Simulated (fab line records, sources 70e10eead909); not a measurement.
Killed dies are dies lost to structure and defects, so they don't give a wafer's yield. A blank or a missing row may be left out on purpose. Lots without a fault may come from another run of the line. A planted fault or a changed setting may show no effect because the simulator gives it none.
Which tool did it? | flow nand_harc | 12 lots, 36 wafers sampled, at 6 steps of a route of 1302

WHAT THE GAUGES READ, wafer by wafer
NHARC_A_M1_CD_MEAS_09: target cd 120 nm. Usual: cd_nm 120.3 nm, standard deviation 0.74.
lot  | measured     | on        | cd_nm (nm)        | flag
L200 | day 24 01:52 | cd_sem-03 | 120.3 119.9 120.1 |
L204 | day 24 10:58 | cd_sem-03 | 120.5 121.6 120.4 |
L206 | day 24 18:24 | cd_sem-03 | 120.3 120.5 120.6 |
L207 | day 25 11:01 | cd_sem-02 | 121.7 120.7 121.4 |
L208 | day 25 20:27 | cd_sem-02 | 119.6 119.6 119.4 |
L209 | day 26 10:34 | cd_sem-03 | 120.2 120.3 120.1 |
L210 | day 26 23:38 | cd_sem-03 | 128.3 127.6 128.8 | OFF
L212 | day 27 00:29 | cd_sem-03 | 119.7 119.8 120.6 |
L211 | day 27 06:31 | cd_sem-02 | 126.3 126.4 127.0 | OFF
L213 | day 27 21:05 | cd_sem-01 | 125.9 125.6 125.6 | OFF
L217 | day 29 11:11 | cd_sem-03 | 125.7 125.5 126.0 | OFF
L223 | day 32 09:41 | cd_sem-01 | 119.2 119.4 118.1 |

NHARC_END_SORT_01. Usual: defect_limited_yield 90.7 %, standard deviation 2.9; killed_at_array 58, standard deviation 20; killed_at_other 1.0, standard deviation 1.2; killed_at_periphery 4.1, standard deviation 3; killed_dies 63, standard deviation 20; killed_open 3.2, standard deviation 1.7; killed_short 2.5, standard deviation 1.5.
lot  | measured     | on        | defect_limited_yield (%) | killed_at_array | killed_at_other | killed_at_periphery | killed_dies | killed_open | killed_short | flag
L200 | day 25 15:17 | prober-02 | 91.4 89.5 90.0           | 56 67 65        | 1 2 0           | 1 2 3               | 58 71 68    | 1 4 0       | 3 1 1        |
L204 | day 26 00:04 | prober-01 | 95.1 95.3 95.3           | 28 24 26        | 3 3 3           | 2 5 3               | 33 32 32    | 1 3 3       | 6 4 4        |
L206 | day 26 05:01 | prober-02 | 95.3 95.4 95.7           | 29 28 21        | 2 1 1           | 1 2 7               | 32 31 29    | 1 4 9       | 4 4 2        |
L207 | day 26 21:34 | prober-02 | 91.1 91.6 89.8           | 59 57 67        | 0 0 0           | 1 0 2               | 60 57 69    | 3 0 4       | 1 2 1        |
L208 | day 27 08:33 | prober-01 | 87.6 87.9 87.4           | 82 76 84        | 0 0 0           | 2 6 1               | 84 82 85    | 6 5 1       | 4 5 3        |
L209 | day 27 23:50 | prober-02 | 90.8 92.9 91.0           | 58 45 59        | 0 0 0           | 4 3 2               | 62 48 61    | 4 2 3       | 2 0 1        |
L210 | day 28 10:50 | prober-01 | 89.5 89.4 89.2           | 63 59 65        | 2 3 1           | 6 10 7              | 71 72 73    | 2 5 6       | 4 1 1        |
L212 | day 28 11:41 | prober-02 | 93.2 93.5 92.3           | 35 36 41        | 0 0 1           | 11 8 10             | 46 44 52    | 5 1 7       | 2 4 4        |
L211 | day 28 21:06 | prober-01 | 89.1 87.7 89.4           | 67 74 66        | 0 0 2           | 7 9 4               | 74 83 72    | 1 3 0       | 2 2 2        |
L213 | day 29 17:09 | prober-02 | 93.8 95.6 93.4           | 27 20 31        | 2 1 1           | 13 9 13             | 42 30 45    | 1 2 4       | 2 0 2        |
L217 | day 30 23:25 | prober-01 | 87.7 84.6 85.4           | 81 99 99        | 0 2 0           | 2 3 0               | 83 104 99   | 4 2 2       | 5 6 3        |
L223 | day 33 19:42 | prober-02 | 92.8 93.4 93.2           | 46 41 44        | 0 2 2           | 3 2 0               | 49 45 46    | 2 3 2       | 1 0 5        |

WHICH TOOL RAN EACH LOT (tool, then ch and the chambers of the sampled wafers, then the start)
lot  | NHARC_A_M0_DEGAS_28          | NHARC_A_M0_DEP_32               | NHARC_A_M1_EXPOSE_06               | NHARC_A_M1_DESCUM_14
L200 | pvd_sputter-01, day 23 23:01 | pecvd-04 ch 1,2, day 24 00:44   | arfi_scanner-03 ch 0, day 24 01:43 | rie_diel-04 ch 0,2,3, day 24 02:04
L204 | pvd_sputter-02, day 24 07:59 | pecvd-03 ch 1,2, day 24 09:48   | arfi_scanner-01 ch 0, day 24 10:49 | rie_diel-04 ch 1,3, day 24 11:10
L206 | pvd_sputter-02, day 24 15:35 | pecvd-03 ch 1,2, day 24 17:19   | arfi_scanner-02 ch 0, day 24 18:16 | rie_diel-10 ch 2,3, day 24 18:35
L207 | pvd_sputter-03, day 25 08:12 | pecvd-03 ch 0,1, day 25 09:56   | arfi_scanner-02 ch 0, day 25 10:52 | rie_diel-01 ch 1,3, day 25 11:12
L208 | pvd_sputter-01, day 25 17:35 | pecvd-04 ch 0,1, day 25 19:22   | arfi_scanner-02 ch 0, day 25 20:19 | rie_diel-01 ch 1,2,3, day 25 20:40
L209 | pvd_sputter-01, day 26 07:35 | pecvd-04 ch 0,1,2, day 26 09:17 | arfi_scanner-01 ch 0, day 26 10:26 | rie_diel-01 ch 1,2,3, day 26 10:46
L210 | pvd_sputter-02, day 26 20:41 | pecvd-04 ch 0,1,2, day 26 22:23 | arfi_scanner-02 ch 0, day 26 23:30 | rie_diel-10 ch 0,1,2, day 26 23:50
L212 | pvd_sputter-02, day 26 21:32 | pecvd-02 ch 0,1, day 26 23:17   | arfi_scanner-01 ch 0, day 27 00:21 | rie_diel-10 ch 0,1,3, day 27 00:42
L211 | pvd_sputter-01, day 27 03:36 | pecvd-03 ch 0,1,2, day 27 05:16 | arfi_scanner-02 ch 0, day 27 06:23 | rie_diel-01 ch 0,1,2, day 27 06:43
L213 | pvd_sputter-03, day 27 18:14 | pecvd-02 ch 1,2, day 27 20:00   | arfi_scanner-02 ch 0, day 27 20:56 | rie_diel-01 ch 1,3, day 27 21:16
L217 | pvd_sputter-02, day 29 08:13 | pecvd-04 ch 1,2, day 29 09:55   | arfi_scanner-02 ch 0, day 29 11:02 | rie_diel-04 ch 1,2,3, day 29 11:22
L223 | pvd_sputter-01, day 32 06:19 | pecvd-03 ch 0,1, day 32 08:22   | arfi_scanner-01 ch 0, day 32 09:33 | rie_diel-10 ch 0,1,2, day 32 09:53
- NHARC_A_M0_DEGAS_28: time 60 s.
- NHARC_A_M0_DEP_32: deposits SiCN, target thk 30 nm.
- NHARC_A_M1_EXPOSE_06: exposes mask A M1, target cd 120 nm.
- NHARC_A_M1_DESCUM_14: chemistry O2, time 3 s.

WHAT THE TOOLS THEMSELVES READ (means of the sampled wafers that have a number; where no wafer has one, the mark that the record gives instead)
NHARC_A_M0_DEGAS_28. Usual: heater_power_w 333 W, standard deviation 27; susceptor_temp_C 250.02 C, standard deviation 0.15.
lot  | tool           | heater_power_w (W) | susceptor_temp_C (C) | flag
L200 | pvd_sputter-01 | 357                | 250.01               |
L204 | pvd_sputter-02 | 318                | 250.08               |
L206 | pvd_sputter-02 | 312                | -                    | OFF
L207 | pvd_sputter-03 | 355                | 249.95               |
L208 | pvd_sputter-01 | 343                | 250.19               |
L209 | pvd_sputter-01 | 349                | 250.01               |
L210 | pvd_sputter-02 | 315                | 249.87               |
L212 | pvd_sputter-02 | 321                | 250.11               |
L211 | pvd_sputter-01 | 348                | 250.19               |
L213 | pvd_sputter-03 | 320                | 250.13               |
L217 | pvd_sputter-02 | 328                | 250.02               |
L223 | pvd_sputter-01 | 344                | 250.01               |

NHARC_A_M0_DEP_32. Usual: heater_power_w 575 W, standard deviation 61; susceptor_temp_C 370.00 C, standard deviation 0.21.
lot  | tool     | heater_power_w (W) | susceptor_temp_C (C) | flag
L200 | pecvd-04 | 630                | 370.03               |
L204 | pecvd-03 | 624                | 370.00               |
L206 | pecvd-03 | 619                | 370.15               |
L207 | pecvd-03 | 614                | 369.83               |
L208 | pecvd-04 | 511                | 369.96               |
L209 | pecvd-04 | 578                | 369.96               |
L210 | pecvd-04 | 575                | 369.85               |
L212 | pecvd-02 | 518                | 370.08               |
L211 | pecvd-03 | 615                | 369.81               |
L213 | pecvd-02 | 494                | 369.92               |
L217 | pecvd-04 | 587                | 370.28               |
L223 | pecvd-03 | 668                | 369.96               |

NHARC_A_M1_EXPOSE_06. Usual: exposure_dose_mJ_cm2 75.12, standard deviation 0.074.
lot  | tool            | exposure_dose_mJ_cm2 | flag
L200 | arfi_scanner-03 | 75.23                |
L204 | arfi_scanner-01 | 75.01                |
L206 | arfi_scanner-02 | 75.13                |
L207 | arfi_scanner-02 | 75.18                |
L208 | arfi_scanner-02 | 75.11                |
L209 | arfi_scanner-01 | 75.04                |
L210 | arfi_scanner-02 | 86.18                | OFF
L212 | arfi_scanner-01 | 75.02                |
L211 | arfi_scanner-02 | 83.96                | OFF
L213 | arfi_scanner-02 | 82.14                | OFF
L217 | arfi_scanner-02 | 80.82                | OFF
L223 | arfi_scanner-01 | 75.13                |

NHARC_A_M1_DESCUM_14. Usual: drypump_motor_current_A 5.6 A, standard deviation 0.39; oes_product_au 0.998 a.u., standard deviation 0.013; rf_vpp_V 57.9 V, standard deviation 0.9; showerhead_plenum_p_Torr 1.94 Torr, standard deviation 0.087; throttle_valve_pct 11.311 %, standard deviation 0.0086.
lot  | tool        | drypump_motor_current_A (A) | oes_product_au (a.u.) | rf_vpp_V (V) | showerhead_plenum_p_Torr (Torr) | throttle_valve_pct (%) | flag
L200 | rie_diel-04 | 5.7                         | 0.989                 | 57.9         | 1.89                            | 11.313                 |
L204 | rie_diel-04 | 5.0                         | 0.981                 | 57.8         | 1.95                            | 11.307                 |
L206 | rie_diel-10 | 5.6                         | 1.001                 | 57.8         | 2.01                            | 11.303                 |
L207 | rie_diel-01 | 5.4                         | 0.989                 | 57.3         | 1.87                            | 11.311                 |
L208 | rie_diel-01 | 5.5                         | 0.987                 | 57.4         | 1.86                            | 11.318                 |
L209 | rie_diel-01 | 5.5                         | 0.990                 | 57.5         | 1.86                            | 11.309                 |
L210 | rie_diel-10 | 5.7                         | 1.006                 | 58.1         | 1.99                            | 11.320                 |
L212 | rie_diel-10 | 5.4                         | 0.995                 | 58.2         | 2.03                            | 11.309                 |
L211 | rie_diel-01 | 5.7                         | 0.989                 | 58.5         | 1.95                            | 11.314                 |
L213 | rie_diel-01 | 5.3                         | 0.987                 | 57.1         | 1.82                            | 11.317                 |
L217 | rie_diel-04 | 5.4                         | 0.989                 | 57.4         | 1.97                            | 11.312                 |
L223 | rie_diel-10 | 5.7                         | 1.010                 | 58.6         | 1.99                            | 11.312                 |

THE ANSWER, worked out from the rows above alone
Rule: a lot is off if the mean of its wafers that have a number lies more than 3 standard deviations from the usual mean. A lot without any number at a reading at which 4 lots or more have one is off too. The other lots that the step has rows for count as sound. The gauges are gone through in route order, then the tools' own readings, and for those a lot's mean is taken as printed above. The first step at which some lot is off is used, and at that step the reading that is off furthest; a lot without a number counts as furthest.
Off: L210, L211, L213, L217, at NHARC_A_M1_CD_MEAS_09 (cd_nm).
A tool fits if, at a process step before that reading, it ran every lot that is off, and no sound lot after the first of them. The gauges at NHARC_A_M1_CD_MEAS_09 aren't tried: what is off there is off at NHARC_A_M1_EXPOSE_06 too, on other tools, and a gauge's error can't cause that. One fits: arfi_scanner-02 at NHARC_A_M1_EXPOSE_06. Its last sound lot is L208 (day 25 20:19), its first lot that is off L210 (day 26 23:30): a fault that began between those two fits.
The tool's own readings at NHARC_A_M1_EXPOSE_06 bear it out: on the lots that are off they differ by more than 5 times the standard deviation of the sound lots' means. exposure_dose_mJ_cm2 reads 83.28 there against 75.11 on the sound lots.

WHAT THE SIMULATOR HAD PUT IN
Process parameter drift: arfi_scanner-02, from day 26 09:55 on, at NHARC_A_M1_EXPOSE_06. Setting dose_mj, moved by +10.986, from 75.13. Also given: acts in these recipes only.
Lots struck among those shown: L210, L211, L213, L217. The rule above found the same.
